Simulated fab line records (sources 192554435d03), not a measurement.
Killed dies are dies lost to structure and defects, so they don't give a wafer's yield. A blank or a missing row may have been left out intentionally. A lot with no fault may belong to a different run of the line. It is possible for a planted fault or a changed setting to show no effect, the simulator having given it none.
Which tool did it? | flow n5 finfet | 24 lots with 72 wafers sampled at 6 steps, on a route of 1938 steps

== WHAT THE GAUGES READ, wafer by wafer ==
N5_BEOL_M14_RS_MEAS_54: uses a four-point probe to measure. Usual: M14_RS 0.0335 ohm/sq, standard deviation 0.0005.
lot  | measured     | on            | M14_RS (ohm/sq)      | flag
L074 | day 10 18:05 | film metro-01 | 0.0336 0.0343 0.0345 |
L075 | day 11 14:04 | film metro-01 | 0.0338 0.0342 0.0331 |
L077 | day 11 14:28 | film metro-02 | 0.0340 0.0331 0.0339 |
L078 | day 11 14:17 | film metro-01 | 0.0332 0.0333 0.0334 |
L076 | day 11 14:43 | film metro-02 | 0.0339 0.0336 0.0336 |
L079 | day 12 05:54 | film metro-01 | 0.0331 0.0336 0.0327 |
L080 | day 12 19:59 | film metro-01 | 0.0341 0.0329 0.0330 |
L082 | day 12 20:08 | film metro-02 | 0.0334 0.0334 0.0342 |
L081 | day 13 00:05 | film metro-01 | 0.0336 0.0332 0.0334 |
L083 | day 13 03:52 | film metro-01 | 0.0341 0.0335 0.0335 |
L085 | day 13 20:26 | film metro-01 | 0.0340 0.0342 0.0344 |
L084 | day 13 22:33 | film metro-01 | 0.0338 0.0329 0.0328 |
L087 | day 14 03:47 | film metro-02 | 0.0330 0.0329 0.0340 |
L086 | day 14 17:50 | film metro-01 | 0.0326 0.0327 0.0328 |
L089 | day 14 18:31 | film metro-02 | 0.0341 0.0345 0.0336 |
L090 | day 14 19:20 | film metro-02 | 0.0341 0.0338 0.0336 |
L088 | day 14 20:29 | film metro-01 | 0.0327 0.0328 0.0327 |
L091 | day 15 10:58 | film metro-02 | 0.0338 0.0335 0.0345 |
L092 | day 15 16:44 | film metro-02 | 0.0333 0.0338 0.0335 |
L094 | day 15 21:20 | film metro-01 | 0.0336 0.0337 0.0335 |
L093 | day 16 03:43 | film metro-01 | 0.0335 0.0329 0.0330 |
L095 | day 16 10:17 | film metro-01 | 0.0340 0.0340 0.0341 |
L096 | day 16 11:10 | film metro-01 | 0.0329 0.0333 0.0334 |
L097 | day 17 03:19 | film metro-02 | 0.0341 0.0338 0.0340 |

N5_BEOL_M15_CD_MEAS_28: the cd target is 407.6 nm. Usual: 407.4 nm for cd nm, sd 1.7.
lot  | measured     | on        | cd nm (nm)        | flag
L074 | day 10 20:46 | cd sem-03 | 406.6 409.1 406.6 |
L075 | day 11 16:23 | cd sem-03 | 405.4 405.9 405.2 |
L077 | day 11 16:52 | cd sem-02 | 405.8 405.9 408.1 |
L078 | day 11 16:37 | cd sem-03 | 407.9 406.8 406.7 |
L076 | day 11 17:13 | cd sem-02 | 407.1 407.9 406.5 |
L079 | day 12 08:28 | cd sem-01 | 405.3 404.9 406.1 |
L080 | day 12 22:19 | cd sem-01 | 410.5 407.2 406.5 |
L082 | day 12 22:31 | cd sem-02 | 412.7 409.6 410.9 |
L081 | day 13 02:26 | cd sem-02 | 410.0 409.3 411.8 |
L083 | day 13 06:11 | cd sem-01 | 410.9 408.3 408.1 |
L085 | day 13 22:38 | cd sem-03 | 410.5 407.8 408.7 |
L084 | day 14 00:52 | cd sem-03 | 408.5 408.8 409.8 |
L087 | day 14 06:22 | cd sem-02 | 408.5 409.0 406.8 |
L086 | day 14 20:07 | cd sem-03 | 404.8 405.0 405.4 |
L089 | day 14 21:38 | cd sem-02 | 405.1 407.0 404.9 |
L090 | day 14 21:41 | cd sem-01 | 408.1 406.0 407.4 |
L088 | day 14 23:27 | cd sem-02 | 406.7 405.7 407.2 |
L091 | day 15 13:10 | cd sem-02 | 410.2 407.5 409.7 |
L092 | day 15 19:04 | cd sem-01 | 408.8 409.2 408.3 |
L094 | day 15 23:32 | cd sem-01 | 406.4 406.6 406.5 |
L093 | day 16 06:02 | cd sem-02 | 404.6 404.7 406.6 |
L095 | day 16 12:22 | cd sem-03 | 406.4 404.9 405.6 |
L096 | day 16 13:22 | cd sem-01 | 406.9 407.5 408.3 |
L097 | day 17 07:18 | cd sem-02 | 408.6 407.2 408.5 |

N5_BEOL_M15_OVL_MEAS_29. Usual: M15_OVL 5 nm, standard deviation 5.5.
lot  | measured     | on         | M15_OVL (nm) | flag
L074 | day 10 20:47 | overlay-01 | 6 9 8        |
L075 | day 11 16:25 | overlay-02 | 2 3 4        |
L077 | day 11 16:53 | overlay-01 | -6 1 2       |
L078 | day 11 16:39 | overlay-02 | -3 -3 -6     |
L076 | day 11 17:14 | overlay-02 | 1 7 10       |
L079 | day 12 08:30 | overlay-01 | 20 12 12     |
L080 | day 12 22:21 | overlay-02 | 4 12 8       |
L082 | day 12 22:32 | overlay-01 | 8 7 10       |
L081 | day 13 02:28 | overlay-01 | 7 15 9       |
L083 | day 13 06:13 | overlay-01 | 2 9 7        |
L085 | day 13 22:40 | overlay-01 | -1 -6 -5     |
L084 | day 14 00:53 | overlay-01 | 5 6 3        |
L087 | day 14 06:23 | overlay-02 | 16 14 18     |
L086 | day 14 20:08 | overlay-01 | 3 8 0        |
L089 | day 14 21:40 | overlay-01 | 8 9 3        |
L090 | day 14 21:43 | overlay-02 | 0 4 6        |
L088 | day 14 23:29 | overlay-01 | 3 3 6        |
L091 | day 15 13:11 | overlay-01 | 1 0 -1       |
L092 | day 15 19:06 | overlay-01 | 8 8 10       |
L094 | day 15 23:34 | overlay-01 | -3 0 6       |
L093 | day 16 06:03 | overlay-02 | -1 4 0       |
L095 | day 16 12:24 | overlay-01 | 3 -1 0       |
L096 | day 16 13:24 | overlay-02 | 12 11 6      |
L097 | day 17 07:20 | overlay-01 | 4 12 9       |

== WHICH TOOL RAN EACH LOT (tool, then ch and the chambers of the sampled wafers, then the start) ==
lot  | N5_BEOL_M14_DESCUM_33              | N5_BEOL_M15_DESCUM_15              | N5_BEOL_M15_STRIP_63
L074 | rie diel-05 ch 0,1, day 10 15:08   | rie diel-02 ch 1,2,3, day 10 19:08 | rie diel-02 ch 1,2,3, day 10 20:46 or earlier
L075 | rie diel-01 ch 0,1,2, day 11 09:22 | rie diel-06 ch 2,3, day 11 14:46   | rie diel-06 ch 2,3, day 11 16:23 or earlier
L077 | rie diel-04 ch 1,3, day 11 10:47   | rie diel-06 ch 0,1,3, day 11 15:17 | rie diel-06 ch 1,2,3, day 11 16:52 or earlier
L078 | rie diel-01 ch 0,3, day 11 11:22   | rie diel-03 ch 0,1, day 11 15:07   | rie diel-03 ch 0,1, day 11 16:37 or earlier
L076 | rie diel-01 ch 1,3, day 11 11:57   | rie diel-03 ch 0,1,3, day 11 15:38 | rie diel-03 ch 0,1,3, day 11 17:13 or earlier
L079 | rie diel-01 ch 0,2,3, day 12 03:32 | rie diel-03 ch 0,1,2, day 12 06:56 | rie diel-03 ch 0,1,2, day 12 08:28 or earlier
L080 | rie diel-01 ch 0,1,2, day 12 14:47 | rie diel-03 ch 0,2,3, day 12 20:49 | rie diel-03 ch 0,2,3, day 12 22:19 or earlier
L082 | rie diel-05 ch 0,1,2, day 12 14:58 | rie diel-06 ch 1,2,3, day 12 21:01 | rie diel-06 ch 1,2,3, day 12 22:31 or earlier
L081 | rie diel-05 ch 1,2,3, day 12 20:19 | rie diel-06 ch 0,1,2, day 13 00:55 | rie diel-06 ch 0,1,2, day 13 02:26 or earlier
L083 | rie diel-01 ch 1,2, day 13 00:33   | rie diel-03 ch 0,2, day 13 04:42   | rie diel-03 ch 0,2, day 13 06:11 or earlier
L085 | rie diel-05 ch 2,3, day 13 17:05   | rie diel-02 ch 0,1,2, day 13 21:16 | rie diel-02 ch 0,1,2, day 13 22:38 or earlier
L084 | rie diel-04 ch 0,2,3, day 13 20:08 | rie diel-02 ch 0,3, day 13 23:15   | rie diel-02 ch 0,3, day 14 00:52 or earlier
L087 | rie diel-04 ch 1,2,3, day 14 00:54 | rie diel-03 ch 1,2,3, day 14 04:35 | rie diel-03 ch 1,2,3, day 14 06:22 or earlier
L086 | rie diel-04 ch 0,1,2, day 14 13:08 | rie diel-02 ch 1,2,3, day 14 18:32 | rie diel-02 ch 1,2,3, day 14 20:07 or earlier
L089 | rie diel-05 ch 0,2,3, day 14 13:36 | rie diel-06 ch 0,3, day 14 20:13   | rie diel-06 ch 0,3, day 14 21:38 or earlier
L090 | rie diel-05 ch 0,1,3, day 14 15:08 | rie diel-02 ch 0,1,3, day 14 20:14 | rie diel-02 ch 0,1,3, day 14 21:41 or earlier
L088 | rie diel-04 ch 1,2, day 14 15:30   | rie diel-02 ch 1,3, day 14 22:01   | rie diel-02 ch 1,3, day 14 23:27 or earlier
L091 | rie diel-05 ch 0,2,3, day 15 06:36 | rie diel-03 ch 0,2, day 15 11:47   | rie diel-03 ch 0,2, day 15 13:10 or earlier
L092 | rie diel-05 ch 2,3, day 15 10:14   | rie diel-02 ch 0,1, day 15 17:34   | rie diel-02 ch 0,1, day 15 19:04 or earlier
L094 | rie diel-05 ch 1,2, day 15 18:13   | rie diel-06 ch 1,2, day 15 22:10   | rie diel-06 ch 1,2, day 15 23:32 or earlier
L093 | rie diel-01 ch 1,2,3, day 15 23:50 | rie diel-06 ch 1,2, day 16 04:39   | rie diel-06 ch 1,2, day 16 06:02 or earlier
L095 | rie diel-05 ch 1,2,3, day 16 03:57 | rie diel-06 ch 0,3, day 16 11:00   | rie diel-06 ch 0,3, day 16 12:22 or earlier
L096 | rie diel-04 ch 2,3, day 16 05:09   | rie diel-03 ch 0,1, day 16 11:52   | rie diel-03 ch 0,1, day 16 13:22 or earlier
L097 | rie diel-05 ch 1,2, day 17 01:02   | rie diel-02 ch 0,1, day 17 05:32   | rie diel-02 ch 0,3, day 17 07:18 or earlier
- N5_BEOL_M14_DESCUM_33: chemistry O2, time 7.9 s.
- N5_BEOL_M15_DESCUM_15: chemistry O2, time 7.9 s.
- N5_BEOL_M15_STRIP_63: strips in O2.

== WHAT THE TOOLS THEMSELVES READ (means of the sampled wafers that have a number; where no wafer has one, the mark that the record gives instead) ==
N5_BEOL_M14_DESCUM_33. Usual: bias power w 20.00 W, standard deviation 0.051; drypump motor current A 6.0 A, standard deviation 0.5; oes product au 0.79 a.u., standard deviation 0.078; rf fwd power W 49.39 W, standard deviation 0.21; rf vpp V 243.3 V, standard deviation 1.2; showerhead plenum p Torr 2.10 Torr, standard deviation 0.065; throttle valve pct 20.41 %, standard deviation 0.27.
lot  | tool        | bias power w (W) | drypump motor current A (A) | oes product au (a.u.) | rf fwd power W (W) | rf vpp V (V) | showerhead plenum p Torr (Torr) | throttle valve pct (%) | flag
L074 | rie diel-05 | 19.99            | 5.8                         | 0.84                  | 49.53              | 242.8        | 2.06                            | 20.22                  |
L075 | rie diel-01 | 20.02            | 6.2                         | 0.79                  | 49.24              | 244.2        | 2.11                            | 20.68                  |
L077 | rie diel-04 | 20.00            | 5.7                         | 0.71                  | 49.21              | 244.2        | 2.13                            | 20.37                  |
L078 | rie diel-01 | 20.04            | 5.4                         | 0.80                  | 49.60              | 243.1        | 2.07                            | 20.65                  |
L076 | rie diel-01 | 19.95            | 6.1                         | 0.78                  | 49.18              | 242.4        | 2.08                            | 20.72                  |
L079 | rie diel-01 | 20.00            | 5.7                         | 0.74                  | 49.50              | 242.6        | 2.06                            | 20.59                  |
L080 | rie diel-01 | 19.99            | 6.2                         | 0.78                  | 49.18              | 243.8        | 2.10                            | 20.70                  |
L082 | rie diel-05 | 19.99            | 6.2                         | 0.80                  | 49.49              | 242.9        | 2.08                            | 20.30                  |
L081 | rie diel-05 | 19.99            | 6.1                         | 0.79                  | 49.48              | 243.4        | 2.13                            | 20.42                  |
L083 | rie diel-01 | 20.03            | 6.6                         | 0.78                  | 49.09              | 242.9        | 2.10                            | 20.72                  |
L085 | rie diel-05 | 20.02            | 6.2                         | 0.73                  | 49.46              | 244.1        | 2.11                            | 20.53                  |
L084 | rie diel-04 | 20.02            | 6.0                         | 0.82                  | 49.33              | 244.2        | 2.17                            | 20.05                  |
L087 | rie diel-04 | 20.00            | 5.7                         | 0.75                  | 49.45              | 242.8        | 2.12                            | 20.32                  |
L086 | rie diel-04 | 19.92            | 6.0                         | 0.83                  | 49.25              | 244.0        | 2.14                            | 20.21                  |
L089 | rie diel-05 | 20.02            | 5.9                         | 0.74                  | 49.59              | 243.0        | 2.09                            | 20.48                  |
L090 | rie diel-05 | 19.97            | 5.8                         | 0.79                  | 49.53              | 243.5        | 2.11                            | 20.38                  |
L088 | rie diel-04 | 20.03            | 5.8                         | 0.79                  | 49.20              | 243.9        | 2.11                            | 20.23                  |
L091 | rie diel-05 | 20.01            | 5.9                         | 0.74                  | 49.42              | 242.9        | 2.08                            | 20.48                  |
L092 | rie diel-05 | 19.98            | 5.9                         | 0.72                  | 49.52              | 244.0        | 2.14                            | 20.60                  |
L094 | rie diel-05 | 19.97            | 6.5                         | 0.76                  | 49.45              | 243.2        | 2.09                            | 20.40                  |
L093 | rie diel-01 | 20.01            | 6.1                         | 0.90                  | 49.34              | 242.9        | 2.14                            | 20.40                  |
L095 | rie diel-05 | 20.02            | 6.1                         | 0.77                  | 49.49              | 243.9        | 2.13                            | 20.47                  |
L096 | rie diel-04 | 19.94            | 5.7                         | 0.86                  | 49.51              | 243.9        | 2.13                            | 19.98                  |
L097 | rie diel-05 | 20.01            | 6.5                         | 0.74                  | 49.32              | 244.1        | 2.09                            | 20.42                  |

N5_BEOL_M15_DESCUM_15. Usual: bias power w 19.99 W, standard deviation 0.057; drypump motor current A 5.9 A, standard deviation 0.42; oes product au 0.80 a.u., standard deviation 0.077; rf fwd power W 49.34 W, standard deviation 0.22; rf vpp V 243.5 V, standard deviation 1.5; showerhead plenum p Torr 2.11 Torr, standard deviation 0.078; throttle valve pct 20.38 %, standard deviation 0.2.
lot  | tool        | bias power w (W) | drypump motor current A (A) | oes product au (a.u.) | rf fwd power W (W) | rf vpp V (V) | showerhead plenum p Torr (Torr) | throttle valve pct (%) | flag
L074 | rie diel-02 | 19.97            | 6.0                         | 0.79                  | 49.54              | 243.5        | 2.13                            | 20.41                  |
L075 | rie diel-06 | 20.05            | 5.4                         | 0.84                  | 49.30              | 244.6        | 2.15                            | 20.35                  |
L077 | rie diel-06 | 19.98            | 6.0                         | 0.89                  | 49.47              | 244.0        | 2.13                            | 20.19                  |
L078 | rie diel-03 | 19.99            | 6.4                         | 0.80                  | 49.25              | 243.3        | 2.08                            | 20.46                  |
L076 | rie diel-03 | 19.96            | 5.9                         | 0.82                  | 49.42              | 243.0        | 2.09                            | 20.48                  |
L079 | rie diel-03 | 19.93            | 6.0                         | 0.77                  | 49.19              | 243.7        | 2.07                            | 20.53                  |
L080 | rie diel-03 | 20.00            | 5.8                         | 0.82                  | 49.23              | 242.4        | 2.03                            | 20.45                  |
L082 | rie diel-06 | 20.02            | 5.7                         | 0.84                  | 49.26              | 244.4        | 2.15                            | 20.26                  |
L081 | rie diel-06 | 19.97            | 5.8                         | 0.89                  | 49.31              | 244.4        | 2.10                            | 20.29                  |
L083 | rie diel-03 | 19.97            | 6.2                         | 0.80                  | 49.29              | 242.6        | 2.03                            | 20.43                  |
L085 | rie diel-02 | 20.01            | 6.1                         | 0.73                  | 49.35              | 243.5        | 2.12                            | 20.37                  |
L084 | rie diel-02 | 19.97            | 5.8                         | 0.84                  | 49.39              | 245.2        | 2.21                            | 20.30                  |
L087 | rie diel-03 | 19.94            | 5.5                         | 0.76                  | 49.19              | 243.3        | 2.07                            | 20.58                  |
L086 | rie diel-02 | 20.00            | 6.0                         | 0.76                  | 49.35              | 243.7        | 2.12                            | 20.45                  |
L089 | rie diel-06 | 20.04            | 5.9                         | 0.83                  | 49.13              | 243.9        | 2.14                            | 20.26                  |
L090 | rie diel-02 | 19.99            | 5.9                         | 0.78                  | 49.66              | 244.9        | 2.19                            | 20.25                  |
L088 | rie diel-02 | 19.97            | 6.0                         | 0.75                  | 49.37              | 245.0        | 2.18                            | 20.25                  |
L091 | rie diel-03 | 20.03            | 6.2                         | 0.78                  | 49.09              | 242.0        | 2.02                            | 20.45                  |
L092 | rie diel-02 | 19.97            | 6.1                         | 0.75                  | 49.58              | 245.0        | 2.18                            | 20.19                  |
L094 | rie diel-06 | 20.00            | 5.5                         | 0.83                  | 49.22              | 243.4        | 2.12                            | 20.38                  |
L093 | rie diel-06 | 20.01            | 5.9                         | 0.83                  | 49.36              | 243.2        | 2.12                            | 20.27                  |
L095 | rie diel-06 | 19.98            | 5.8                         | 0.81                  | 49.25              | 244.3        | 2.14                            | 20.26                  |
L096 | rie diel-03 | 19.96            | 6.2                         | 0.73                  | 49.07              | 242.8        | 2.12                            | 20.62                  |
L097 | rie diel-02 | 19.99            | 6.1                         | 0.74                  | 49.47              | 245.3        | 2.18                            | 20.20                  |

N5_BEOL_M15_STRIP_63. Usual: drypump motor current A 5.9 A, standard deviation 0.42; oes product au 0.80 a.u., standard deviation 0.073; rf vpp V 3.7 V, standard deviation 0.84; showerhead plenum p Torr 2.12 Torr, standard deviation 0.079; throttle valve pct 16.62 %, standard deviation 0.21.
lot  | tool        | drypump motor current A (A) | oes product au (a.u.) | rf vpp V (V) | showerhead plenum p Torr (Torr) | throttle valve pct (%) | flag
L074 | rie diel-02 | 6.0                         | 0.79                  | 3.6          | 2.14                            | 16.67                  |
L075 | rie diel-06 | 5.4                         | 0.83                  | 4.0          | 2.15                            | 16.57                  |
L077 | rie diel-06 | 5.7                         | 0.85                  | 4.5          | 2.15                            | 16.48                  |
L078 | rie diel-03 | 6.4                         | 0.81                  | 3.2          | 2.08                            | 16.70                  |
L076 | rie diel-03 | 6.0                         | 0.83                  | 4.1          | 2.09                            | 16.68                  |
L079 | rie diel-03 | 5.9                         | 0.77                  | 3.9          | 2.07                            | 16.78                  |
L080 | rie diel-03 | 5.8                         | 0.81                  | 3.5          | 2.03                            | 16.68                  |
L082 | rie diel-06 | 5.8                         | 0.84                  | 4.0          | 2.15                            | 16.49                  |
L081 | rie diel-06 | 5.8                         | 0.88                  | 4.1          | 2.11                            | 16.48                  |
L083 | rie diel-03 | 6.2                         | 0.79                  | 4.2          | 2.03                            | 16.65                  |
L085 | rie diel-02 | 6.2                         | 0.74                  | 3.9          | 2.12                            | 16.65                  |
L084 | rie diel-02 | 5.7                         | 0.83                  | 3.8          | 2.22                            | 16.53                  |
L087 | rie diel-03 | 5.5                         | 0.76                  | 3.8          | 2.07                            | 16.83                  |
L086 | rie diel-02 | 6.0                         | 0.76                  | 3.9          | 2.13                            | 16.71                  |
L089 | rie diel-06 | 5.9                         | 0.83                  | 3.6          | 2.15                            | 16.49                  |
L090 | rie diel-02 | 6.0                         | 0.78                  | 3.9          | 2.20                            | 16.49                  |
L088 | rie diel-02 | 6.0                         | 0.76                  | 2.9          | 2.19                            | 16.52                  |
L091 | rie diel-03 | 6.2                         | 0.79                  | 3.3          | 2.02                            | 16.69                  |
L092 | rie diel-02 | 6.1                         | 0.75                  | 3.6          | 2.18                            | 16.46                  |
L094 | rie diel-06 | 5.5                         | 0.82                  | 3.0          | 2.12                            | 16.58                  |
L093 | rie diel-06 | 5.8                         | 0.83                  | 4.7          | 2.12                            | 16.50                  |
L095 | rie diel-06 | 5.9                         | 0.82                  | 3.3          | 2.14                            | 16.50                  |
L096 | rie diel-03 | 6.2                         | 0.73                  | 3.1          | 2.12                            | 16.87                  |
L097 | rie diel-02 | 5.7                         | 0.81                  | 3.2          | 2.21                            | 16.55                  |

== THE ANSWER, worked out from the rows above alone ==
Rule: take the mean of a lot's wafers that have a number; if it is more than 3 standard deviations from the usual mean, the lot is off. Also off: a lot with no number at a reading for which 4 or more lots have one. Where the step has rows for the other lots, those lots are counted as sound. The gauges are gone through in route order, then the tools' own readings, and for those a lot's mean is taken as printed above. At the first step where some lot is off, the reading lying furthest off is the one used; lots without a number count as furthest.
No lot is off on any of the readings shown, so nothing can be concluded from this.

== WHAT WAS PUT IN BY THE SIMULATOR ==
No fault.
